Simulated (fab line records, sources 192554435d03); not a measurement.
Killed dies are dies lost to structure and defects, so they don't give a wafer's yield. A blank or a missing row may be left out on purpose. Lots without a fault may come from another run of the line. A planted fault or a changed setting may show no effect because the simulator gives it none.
Split-lot experiment | flow n5_finfet | 7 lots, 21 wafers read, on a route of 1938 steps

THE SPLIT
At N5_MOL_CONTACT_COAG_EXPOSE_05 (exposes mask CA, defocus 0 nm), the setting dose_mj was moved away from the recipe's 38.25 on 4 of the 21 wafers read, by -6.7% to +4.5%. The other wafers ran this setting at the recipe's value.

FROM THE SPLIT TO THE READING: what the file shows between them, 11 steps
- N5_MOL_CONTACT_COAG_PEB_06: peb time 60 s
- N5_MOL_CONTACT_COAG_DEVELOP_07: develop time 30 s
- N5_MOL_CONTACT_COAG_CD_MEAS_08: target cd 28 nm
- N5_MOL_CONTACT_COAG_DESCUM_13: chemistry O2, time 7 s
- N5_MOL_CONTACT_COAG_ETCH_59: etches underlayer in N2/H2, target depth 13 nm, time 10.4 s
- N5_MOL_CONTACT_COAG_ETCH_105: etches SiARC in CF4, target depth 15.6 nm, time 26 s
- N5_MOL_CONTACT_COAG_ETCH_106: etches SOC in N2/H2, target depth 80 nm, overetch 16 nm, time 120 s
- N5_MOL_CONTACT_COAG_STRIP_107: strips in N2/H2
- N5_MOL_CONTACT_COAG_STRIP_108: strips in N2/H2
- N5_MOL_CONTACT_COAG_ETCH_110: etches Si in CF4/O2, target depth 2.5 nm, time 8 s
- N5_MOL_CONTACT_COAG_STRIP_98: strips in N2/H2

THE READING
cd_nm, in nm, at N5_MOL_CONTACT_COAG_CD_MEAS_99 (target cd 17.2 nm). Fault-free wafers of this fab line usually give 17.5 nm, standard deviation 0.36 nm.

wafer  | tool, chamber at the split | dose_mj as run | against the recipe | cd_nm, nm | against lot-mates on the recipe
L075.3 | euv_scanner-02, 0          | 38.25          | recipe             | 17.2      | -
L075.4 | euv_scanner-02, 0          | 35.67          | -6.7%              | 15.6      | -1.8
L075.5 | euv_scanner-02, 0          | 38.25          | recipe             | 17.7      | -
L076.1 | euv_scanner-02, 0          | 38.25          | recipe             | 18.1      | -
L076.4 | euv_scanner-02, 0          | 38.25          | recipe             | 17.4      | -
L076.6 | euv_scanner-02, 0          | 38.25          | recipe             | 18.0      | -
L077.2 | euv_scanner-02, 0          | 38.25          | recipe             | 17.6      | -
L077.3 | euv_scanner-02, 0          | 36.47          | -4.7%              | 15.8      | -1.7
L077.6 | euv_scanner-02, 0          | 38.25          | recipe             | 17.4      | -
L078.1 | euv_scanner-02, 0          | 38.25          | recipe             | 17.9      | -
L078.3 | euv_scanner-02, 0          | 38.25          | recipe             | 17.8      | -
L078.5 | euv_scanner-02, 0          | 38.25          | recipe             | 17.5      | -
L082.1 | euv_scanner-01, 0          | 38.25          | recipe             | 17.5      | -
L082.3 | euv_scanner-01, 0          | 38.25          | recipe             | 17.5      | -
L082.5 | euv_scanner-01, 0          | 38.25          | recipe             | 17.4      | -
L089.2 | euv_scanner-02, 0          | 39.97          | +4.5%              | 17.8      | +0.6
L089.4 | euv_scanner-02, 0          | 38.25          | recipe             | 17.2      | -
L089.6 | euv_scanner-02, 0          | 39.97          | +4.5%              | 18.4      | +1.2
L090.2 | euv_scanner-02, 0          | 38.25          | recipe             | 18.3      | -
L090.5 | euv_scanner-02, 0          | 38.25          | recipe             | 17.9      | -
L090.6 | euv_scanner-02, 0          | 38.25          | recipe             | 18.2      | -

THE FIT
A straight line over all 21 wafers: cd_nm changes by +0.244 nm for each +1% of dose_mj; r = +0.81; the points scatter about the line by 0.42 nm.
The same after taking each lot's own level away (the mean of its wafers on the recipe; 21 wafers): +0.264 nm for each +1%; r = +0.93; scatter 0.24 nm.
On that fit, the largest move of dose_mj shifts the reading by 1.8 nm.
The lots' own levels span 17.20 to 18.13 nm, that is 2.6 times the standard deviation above.
So the lot-to-lot level changes the slope little: the two slopes agree.
Check: with one of the wafers moved furthest among these (-6.7%) left out of the fit, the line predicts -1.81 nm for it against its lot-mates. It came out at -1.85 nm against them.

OTHER SPLITS ON THESE WAFERS
These wafers also went through other splits before the reading. Each is held against what the fit with the lots' levels taken away leaves over:
other split on the same wafers | wafers away from the commonest value | r with cd_nm (lot level and that fit taken away)
N5_SDB_COAT_05 spin_rpm        | 8                                    | +0.14
N5_SDB_ALD_29 ald_cycles       | 8                                    | +0.10
N5_HKMG_FIN_ETCH_32 bias_w     | 3                                    | -0.09

THE WHOLE CHAIN: every reading that the file lists as answering this split, in the file's order
step                           | what it does                                                        | reading                                                                        | change (the file's fit)               | r (the file's)
N5_MOL_CONTACT_COAG_CD_MEAS_08 | target cd 28 nm                                                     | cd_nm                                                                          | +0.28 nm for each +1% of the setting  | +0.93
N5_MOL_CONTACT_COAG_ETCH_59    | etches underlayer in N2/H2, target depth 13 nm, time 10.4 s         | MOL_CONTACT_COAG.cd_offset_nm (the simulator's own value, which no gauge read) | +0.255 nm for each +1% of the setting | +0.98
N5_MOL_CONTACT_COAG_ETCH_105   | etches SiARC in CF4, target depth 15.6 nm, time 26 s                | MOL_CONTACT_COAG.cd_offset_nm (the simulator's own value, which no gauge read) | +0.241 nm for each +1% of the setting | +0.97
N5_MOL_CONTACT_COAG_ETCH_106   | etches SOC in N2/H2, target depth 80 nm, overetch 16 nm, time 120 s | MOL_CONTACT_COAG.cd_offset_nm (the simulator's own value, which no gauge read) | +0.247 nm for each +1% of the setting | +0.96
N5_MOL_CONTACT_COAG_CD_MEAS_99 | target cd 17.2 nm                                                   | cd_nm                                                                          | +0.273 nm for each +1% of the setting | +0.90

THE FILE'S OWN FIT
cd_nm changes by +0.273 nm for each +1% of dose_mj, r = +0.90.
